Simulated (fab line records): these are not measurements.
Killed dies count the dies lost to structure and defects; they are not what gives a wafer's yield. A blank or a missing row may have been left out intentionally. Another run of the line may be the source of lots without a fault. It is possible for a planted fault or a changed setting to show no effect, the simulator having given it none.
Chamber matching || flow nand_harc || NHARC_A_STAIRCASE_DESCUM_270 on rie_diel-13 has 4 sister chambers
The step chemistry O2, time 3 s. 16 wafers are shown with their chamber, then 8 later ones without.

WAFERS WITH THEIR CHAMBER
{"wafer": "L074.1", "chamber": 0, "showerhead_plenum_p_Torr (Torr)": 2.07, "throttle_valve_pct (%)": 11.314, "rf_vpp_V (V)": 59.0}
{"wafer": "L074.5", "chamber": 1, "showerhead_plenum_p_Torr (Torr)": 1.81, "throttle_valve_pct (%)": 11.307, "rf_vpp_V (V)": 57.4}
{"wafer": "L074.6", "chamber": 0, "showerhead_plenum_p_Torr (Torr)": 2.07, "throttle_valve_pct (%)": 11.312, "rf_vpp_V (V)": 58.6}
{"wafer": "L078.1", "chamber": 0, "showerhead_plenum_p_Torr (Torr)": 2.07, "throttle_valve_pct (%)": 11.302, "rf_vpp_V (V)": 57.0}
{"wafer": "L078.2", "chamber": 3, "showerhead_plenum_p_Torr (Torr)": 1.81, "throttle_valve_pct (%)": 11.317, "rf_vpp_V (V)": 55.8}
{"wafer": "L078.6", "chamber": 3, "showerhead_plenum_p_Torr (Torr)": 1.81, "throttle_valve_pct (%)": 11.320, "rf_vpp_V (V)": 56.8}
{"wafer": "L080.1", "chamber": 1, "showerhead_plenum_p_Torr (Torr)": 1.81, "throttle_valve_pct (%)": 11.308, "rf_vpp_V (V)": 58.8}
{"wafer": "L080.2", "chamber": 3, "showerhead_plenum_p_Torr (Torr)": 1.81, "throttle_valve_pct (%)": 11.321, "rf_vpp_V (V)": 58.0}
{"wafer": "L080.4", "chamber": 0, "showerhead_plenum_p_Torr (Torr)": 2.07, "throttle_valve_pct (%)": 11.300, "rf_vpp_V (V)": 57.6}
{"wafer": "L081.3", "chamber": 3, "showerhead_plenum_p_Torr (Torr)": 1.81, "throttle_valve_pct (%)": 11.337, "rf_vpp_V (V)": 57.8}
{"wafer": "L081.5", "chamber": 0, "showerhead_plenum_p_Torr (Torr)": 2.06, "throttle_valve_pct (%)": 11.313, "rf_vpp_V (V)": 58.2}
{"wafer": "L081.6", "chamber": 2, "showerhead_plenum_p_Torr (Torr)": 1.86, "throttle_valve_pct (%)": 11.324, "rf_vpp_V (V)": 56.9}
{"wafer": "L083.2", "chamber": 3, "showerhead_plenum_p_Torr (Torr)": 1.81, "throttle_valve_pct (%)": 11.331, "rf_vpp_V (V)": 56.6}
{"wafer": "L083.3", "chamber": 1, "showerhead_plenum_p_Torr (Torr)": 1.80, "throttle_valve_pct (%)": 11.299, "rf_vpp_V (V)": 57.2}
{"wafer": "L083.4", "chamber": 0, "showerhead_plenum_p_Torr (Torr)": 2.06, "throttle_valve_pct (%)": 11.327, "rf_vpp_V (V)": 57.5}
{"wafer": "L086.4", "chamber": 2, "showerhead_plenum_p_Torr (Torr)": 1.85, "throttle_valve_pct (%)": 11.311, "rf_vpp_V (V)": 56.5}

SIGNATURES, as means of the wafers listed above
{"reading": "showerhead_plenum_p_Torr", "chamber 0": 2.0667, "chamber 1": 1.8067, "chamber 2": 1.8550, "chamber 3": 1.8100, "scatter within a chamber": 0.00456}
{"reading": "throttle_valve_pct", "chamber 0": 11.31133, "chamber 1": 11.30467, "chamber 2": 11.31750, "chamber 3": 11.32520, "scatter within a chamber": 0.00861}
{"reading": "rf_vpp_V", "chamber 0": 57.983, "chamber 1": 57.800, "chamber 2": 56.700, "chamber 3": 57.000, "scatter within a chamber": 0.8}
Rule: for each reading, subtract the chamber's mean from the wafer's reading, divide by that reading's scatter and square the result; add these up over the readings and take the root, which gives the wafer's distance from the chamber. If the next closest chamber is less than 2 further off than the closest, the wafer can't be placed; otherwise it belongs to the closest. The scatter is the square root of a quotient: the sum, over the shown wafers, of each reading's squared deviation from its chamber's mean, divided by wafers minus chambers.

WAFERS WITHOUT THEIR CHAMBER
{"wafer": "L086.5", "showerhead_plenum_p_Torr (Torr)": 1.85, "throttle_valve_pct (%)": 11.305, "rf_vpp_V (V)": 56.9}
{"wafer": "L086.6", "showerhead_plenum_p_Torr (Torr)": 1.80, "throttle_valve_pct (%)": 11.301, "rf_vpp_V (V)": 56.7}
{"wafer": "L091.1", "showerhead_plenum_p_Torr (Torr)": 1.80, "throttle_valve_pct (%)": 11.314, "rf_vpp_V (V)": 57.4}
{"wafer": "L091.3", "showerhead_plenum_p_Torr (Torr)": 1.80, "throttle_valve_pct (%)": 11.304, "rf_vpp_V (V)": 57.3}
{"wafer": "L091.5", "showerhead_plenum_p_Torr (Torr)": 1.80, "throttle_valve_pct (%)": 11.305, "rf_vpp_V (V)": 56.7}
{"wafer": "L090.3", "showerhead_plenum_p_Torr (Torr)": 2.05, "throttle_valve_pct (%)": 11.315, "rf_vpp_V (V)": 59.8}
{"wafer": "L090.4", "showerhead_plenum_p_Torr (Torr)": 1.80, "throttle_valve_pct (%)": 11.308, "rf_vpp_V (V)": 56.9}
{"wafer": "L090.6", "showerhead_plenum_p_Torr (Torr)": 1.80, "throttle_valve_pct (%)": 11.305, "rf_vpp_V (V)": 57.1}

THE CHAMBER EACH PASSED THROUGH
{"wafer": "L086.5", "from the rows above": 2, "in truth": 2}
{"wafer": "L086.6", "from the rows above": "can't be placed: 1 or 3", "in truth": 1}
{"wafer": "L091.1", "from the rows above": "can't be placed: 1 or 3", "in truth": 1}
{"wafer": "L091.3", "from the rows above": "can't be placed: 1 or 3", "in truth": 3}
{"wafer": "L091.5", "from the rows above": "can't be placed: 1 or 3", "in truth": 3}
{"wafer": "L090.3", "from the rows above": 0, "in truth": 0}
{"wafer": "L090.4", "from the rows above": "can't be placed: 1 or 3", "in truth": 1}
{"wafer": "L090.6", "from the rows above": "can't be placed: 1 or 3", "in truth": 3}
Correctly placed: 2 of 8. Cannot be placed on the basis of these rows: 6; the candidates contain the true chamber in 6. Placed wrongly: 0.
